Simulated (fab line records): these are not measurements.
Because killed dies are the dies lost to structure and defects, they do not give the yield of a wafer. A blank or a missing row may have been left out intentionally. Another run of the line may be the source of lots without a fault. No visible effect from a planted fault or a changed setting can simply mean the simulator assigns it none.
Which tool is to blame? / flow nand harc / 14 lots with 42 wafers sampled at 6 steps, on a route of 1302 steps

WHAT EACH GAUGE READ, for each wafer
NHARC_A_CHANNEL_FILL_D1_INSPECT_13. Usual: 276 for raw defect count, sd 110.
lot=L214; measured=day 10 15:49; on=defect inspect-01; raw defect count=453 550 561; flag=
lot=L217; measured=day 12 02:02; on=defect inspect-01; raw defect count=181 122 254; flag=
lot=L218; measured=day 12 06:50; on=defect inspect-02; raw defect count=281 313 285; flag=
lot=L219; measured=day 12 18:27; on=defect inspect-02; raw defect count=287 188 346; flag=
lot=L220; measured=day 13 05:47; on=defect inspect-01; raw defect count=262 419 485; flag=
lot=L221; measured=day 13 19:38; on=defect inspect-01; raw defect count=121 167 115; flag=
lot=L223; measured=day 14 11:52; on=defect inspect-02; raw defect count=371 220 371; flag=
lot=L224; measured=day 15 02:26; on=defect inspect-01; raw defect count=221 140 243; flag=
lot=L230; measured=day 17 10:24; on=defect inspect-01; raw defect count=107 209 133; flag=
lot=L232; measured=day 18 05:46; on=defect inspect-02; raw defect count=573 279 234; flag=
lot=L234; measured=day 18 21:46; on=defect inspect-01; raw defect count=255 215 238; flag=
lot=L235; measured=day 19 10:38; on=defect inspect-02; raw defect count=252 394 309; flag=
lot=L236; measured=day 19 22:25; on=defect inspect-02; raw defect count=356 445 273; flag=
lot=L237; measured=day 20 18:17; on=defect inspect-01; raw defect count=125 133 125; flag=

NHARC_A_ONON_D2_THK_MEAS_27: measures by ellipsometry. Usual: 998 nm for thk nm, sd 9.6.
lot=L214; measured=day 12 12:52; on=film metro-01; thk nm (nm)=1012 1013 1011; flag=
lot=L217; measured=day 13 22:38; on=film metro-02; thk nm (nm)=1000 999 1000; flag=
lot=L218; measured=day 14 06:56; on=film metro-02; thk nm (nm)=1007 1008 1009; flag=
lot=L219; measured=day 14 21:58; on=film metro-01; thk nm (nm)=995 995 994; flag=
lot=L220; measured=day 15 08:44; on=film metro-02; thk nm (nm)=1014 1013 1012; flag=
lot=L221; measured=day 15 19:20; on=film metro-02; thk nm (nm)=1007 1007 1008; flag=
lot=L223; measured=day 16 11:28; on=film metro-02; thk nm (nm)=975 974 973; flag=
lot=L224; measured=day 17 11:25; on=film metro-01; thk nm (nm)=994 995 994; flag=
lot=L230; measured=day 19 15:00; on=film metro-01; thk nm (nm)=1494 1490 1492; flag=OFF
lot=L232; measured=day 20 04:59; on=film metro-01; thk nm (nm)=1499 1498 1501; flag=OFF
lot=L234; measured=day 20 20:48; on=film metro-01; thk nm (nm)=996 994 994; flag=
lot=L235; measured=day 21 12:49; on=film metro-02; thk nm (nm)=987 986 986; flag=
lot=L236; measured=day 21 18:31; on=film metro-01; thk nm (nm)=989 989 989; flag=
lot=L237; measured=day 22 18:55; on=film metro-02; thk nm (nm)=988 986 986; flag=

NHARC_A_CHANNEL_HOLE_D2_CD_MEAS_10 targets a cd of 100 nm. Usual: 100.1 nm for cd nm, sd 0.58.
lot=L214; measured=day 12 22:00; on=cd sem-01; cd nm (nm)=100.0 100.1 100.2; flag=
lot=L217; measured=day 14 02:27; on=cd sem-01; cd nm (nm)=99.8 99.7 100.1; flag=
lot=L218; measured=day 14 10:56; on=cd sem-03; cd nm (nm)=101.2 101.0 100.8; flag=
lot=L219; measured=day 15 01:44; on=cd sem-03; cd nm (nm)=100.3 100.5 99.2; flag=
lot=L220; measured=day 15 12:35; on=cd sem-02; cd nm (nm)=100.5 101.0 100.8; flag=
lot=L221; measured=day 16 01:42; on=cd sem-02; cd nm (nm)=100.4 100.9 101.3; flag=
lot=L223; measured=day 16 16:40; on=cd sem-01; cd nm (nm)=99.8 100.0 100.1; flag=
lot=L224; measured=day 17 16:48; on=cd sem-02; cd nm (nm)=99.6 99.5 99.3; flag=
lot=L234; measured=day 21 00:46; on=cd sem-02; cd nm (nm)=99.3 99.7 100.2; flag=
lot=L235; measured=day 21 21:59; on=cd sem-01; cd nm (nm)=101.0 100.0 100.1; flag=
lot=L236; measured=day 22 01:49; on=cd sem-01; cd nm (nm)=100.8 100.5 99.3; flag=
lot=L237; measured=day 22 23:11; on=cd sem-01; cd nm (nm)=100.2 99.9 99.5; flag=

NHARC_A_CHANNEL_HOLE_D2_INSPECT_12. Usual: 25 for raw defect count, sd 20.
lot=L214; measured=day 12 22:07; on=defect inspect-02; raw defect count=49 64 36; flag=
lot=L217; measured=day 14 02:35; on=defect inspect-02; raw defect count=6 6 3; flag=
lot=L218; measured=day 14 11:03; on=defect inspect-01; raw defect count=6 6 2; flag=
lot=L219; measured=day 15 01:52; on=defect inspect-02; raw defect count=4 6 7; flag=
lot=L220; measured=day 15 12:43; on=defect inspect-01; raw defect count=14 10 5; flag=
lot=L221; measured=day 16 01:49; on=defect inspect-01; raw defect count=10 6 8; flag=
lot=L223; measured=day 16 16:47; on=defect inspect-02; raw defect count=5 8 8; flag=
lot=L224; measured=day 17 16:56; on=defect inspect-02; raw defect count=15 10 9; flag=
lot=L234; measured=day 21 00:53; on=defect inspect-01; raw defect count=55 56 67; flag=
lot=L235; measured=day 21 22:06; on=defect inspect-01; raw defect count=27 26 25; flag=
lot=L236; measured=day 22 01:56; on=defect inspect-01; raw defect count=13 12 6; flag=
lot=L237; measured=day 22 23:18; on=defect inspect-02; raw defect count=26 30 25; flag=

NHARC_END_SORT_01. Usual: killed at array 55, standard deviation 15; killed at other 1.0, standard deviation 1.2; killed at periphery 3.4, standard deviation 2.2; killed dies 59, standard deviation 15; killed open 3.2, standard deviation 2; killed short 2.5, standard deviation 1.7.
lot=L230; measured=day 31 01:29; on=prober-02; killed at array=670 668 673; killed at other=0 2 1; killed at periphery=7 7 3; killed dies=677 677 677; killed open=4 2 3; killed short=3 2 2; flag=OFF
lot=L232; measured=day 31 19:05; on=prober-01; killed at array=676 671 672; killed at other=0 1 1; killed at periphery=1 5 4; killed dies=677 677 677; killed open=5 1 0; killed short=5 6 2; flag=OFF

WHAT TOOL EACH LOT RAN ON (gives the tool, then ch and the chambers of the sampled wafers, and finally the start)
lot=L214; NHARC_A_ONON_D2_DEP_25=pecvd onon-02 ch 0, day 12 12:22
lot=L217; NHARC_A_ONON_D2_DEP_25=pecvd onon-02 ch 0, day 13 22:08
lot=L218; NHARC_A_ONON_D2_DEP_25=pecvd onon-01 ch 0, day 14 06:28
lot=L219; NHARC_A_ONON_D2_DEP_25=pecvd onon-01 ch 0, day 14 21:28
lot=L220; NHARC_A_ONON_D2_DEP_25=pecvd onon-01 ch 0, day 15 08:16
lot=L221; NHARC_A_ONON_D2_DEP_25=pecvd onon-02 ch 0, day 15 19:01
lot=L223; NHARC_A_ONON_D2_DEP_25=pecvd onon-03 ch 0, day 16 11:01
lot=L224; NHARC_A_ONON_D2_DEP_25=pecvd onon-01 ch 0, day 17 10:55
lot=L230; NHARC_A_ONON_D2_DEP_25=pecvd onon-03 ch 0, day 19 14:29
lot=L232; NHARC_A_ONON_D2_DEP_25=pecvd onon-03 ch 0, day 20 04:30
lot=L234; NHARC_A_ONON_D2_DEP_25=pecvd onon-01 ch 0, day 20 20:17
lot=L235; NHARC_A_ONON_D2_DEP_25=pecvd onon-02 ch 0, day 21 12:22
lot=L236; NHARC_A_ONON_D2_DEP_25=pecvd onon-01 ch 0, day 21 18:03
lot=L237; NHARC_A_ONON_D2_DEP_25=pecvd onon-03 ch 0, day 22 18:24
- NHARC_A_ONON_D2_DEP_25: target thk 1000 nm.

WHAT THE TOOLS THEMSELVES READ (means of the sampled wafers that have a number; where no wafer has one, the mark that the record gives instead)
The record holds no such reading with a usual standard deviation.

THE ANSWER, worked out from the rows above alone
Rule: lot off if the mean of its wafers having a number is beyond 3 standard deviations from the usual mean. A lot without any number at a reading at which 4 lots or more have one is off too. Any other lot the step has rows for is counted as sound. The gauges are gone through in route order, then the tools' own readings, and for those a lot's mean is taken as printed above. At the first step where some lot is off, the reading lying furthest off is the one used; lots without a number count as furthest.
Off, at NHARC_A_ONON_D2_THK_MEAS_27 on thk nm: L230, L232.
A tool fits if, at a process step before that reading, it ran every lot that is off, and no sound lot after the first of them. Not tried: the gauges at NHARC_A_ONON_D2_THK_MEAS_27; whatever is off there is also off at NHARC_END_SORT_01, on other tools, and gauge error can't account for it. None of those tried fits.

WHAT WAS PUT IN BY THE SIMULATOR
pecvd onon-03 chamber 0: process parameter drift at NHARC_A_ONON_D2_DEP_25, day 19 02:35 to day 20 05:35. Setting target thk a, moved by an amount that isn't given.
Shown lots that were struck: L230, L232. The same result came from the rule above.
